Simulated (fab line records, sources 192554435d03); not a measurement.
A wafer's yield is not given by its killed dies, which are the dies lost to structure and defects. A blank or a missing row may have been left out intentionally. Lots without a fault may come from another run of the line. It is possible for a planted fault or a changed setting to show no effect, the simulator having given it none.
Chamber matching || flow n5-finfet || rie-diel-03 running N5_BEOL_M8_ETCH_72: 4 sister chambers
The step etches underlayer in N2/H2, target depth 6.5 nm, time 5.2 s. 8 wafers are shown with their chamber, then 9 later ones without.

## WAFERS WITH THEIR CHAMBER
{"wafer": "L084.2", "chamber": 1, "drypump-motor-current-A (A)": 5.9, "showerhead-plenum-p-Torr (Torr)": 2.58}
{"wafer": "L084.5", "chamber": 1, "drypump-motor-current-A (A)": 5.9, "showerhead-plenum-p-Torr (Torr)": 2.58}
{"wafer": "L089.5", "chamber": 0, "drypump-motor-current-A (A)": 5.2, "showerhead-plenum-p-Torr (Torr)": 2.42}
{"wafer": "L087.3", "chamber": 3, "drypump-motor-current-A (A)": 5.8, "showerhead-plenum-p-Torr (Torr)": 2.56}
{"wafer": "L087.5", "chamber": 2, "drypump-motor-current-A (A)": 5.8, "showerhead-plenum-p-Torr (Torr)": 2.71}
{"wafer": "L090.1", "chamber": 2, "drypump-motor-current-A (A)": 5.9, "showerhead-plenum-p-Torr (Torr)": 2.71}
{"wafer": "L090.2", "chamber": 3, "drypump-motor-current-A (A)": 5.8, "showerhead-plenum-p-Torr (Torr)": 2.55}
{"wafer": "L090.6", "chamber": 0, "drypump-motor-current-A (A)": 5.2, "showerhead-plenum-p-Torr (Torr)": 2.42}

## WAFERS WITH NO CHAMBER GIVEN
{"wafer": "L093.2", "drypump-motor-current-A (A)": 5.8, "showerhead-plenum-p-Torr (Torr)": 2.70}
{"wafer": "L093.3", "drypump-motor-current-A (A)": 5.8, "showerhead-plenum-p-Torr (Torr)": 2.55}
{"wafer": "L093.6", "drypump-motor-current-A (A)": 5.8, "showerhead-plenum-p-Torr (Torr)": 2.70}
{"wafer": "L095.4", "drypump-motor-current-A (A)": 5.2, "showerhead-plenum-p-Torr (Torr)": 2.42}
{"wafer": "L095.5", "drypump-motor-current-A (A)": 5.8, "showerhead-plenum-p-Torr (Torr)": 2.55}
{"wafer": "L095.6", "drypump-motor-current-A (A)": 5.9, "showerhead-plenum-p-Torr (Torr)": 2.70}
{"wafer": "L096.1", "drypump-motor-current-A (A)": 5.8, "showerhead-plenum-p-Torr (Torr)": 2.55}
{"wafer": "L096.3", "drypump-motor-current-A (A)": 5.9, "showerhead-plenum-p-Torr (Torr)": 2.57}
{"wafer": "L096.5", "drypump-motor-current-A (A)": 5.8, "showerhead-plenum-p-Torr (Torr)": 2.70}

## WHICH CHAMBER EACH ONE RAN IN
{"wafer": "L093.2", "from the rows above": 2, "in truth": 2}
{"wafer": "L093.3", "from the rows above": 3, "in truth": 3}
{"wafer": "L093.6", "from the rows above": 2, "in truth": 2}
{"wafer": "L095.4", "from the rows above": 0, "in truth": 0}
{"wafer": "L095.5", "from the rows above": 3, "in truth": 3}
{"wafer": "L095.6", "from the rows above": 2, "in truth": 2}
{"wafer": "L096.1", "from the rows above": 3, "in truth": 3}
{"wafer": "L096.3", "from the rows above": 1, "in truth": 1}
{"wafer": "L096.5", "from the rows above": 2, "in truth": 2}
Placed correctly: 9 of 9. Not placeable from these rows: 0. 0 placed wrongly.
How it was worked out, from the rows above alone: a wafer's distance from a chamber is the root of the sum, over the readings, of the square of ((its reading less the chamber's mean) divided by the reading's scatter). If the next closest chamber is less than 2 further off than the closest, the wafer can't be placed; otherwise it belongs to the closest. The mean given for a chamber averages the wafers shown for that chamber. The scatter: take each reading less its chamber's mean, square it, sum over the shown wafers, divide by the number of wafers less the number of chambers, and take the root.
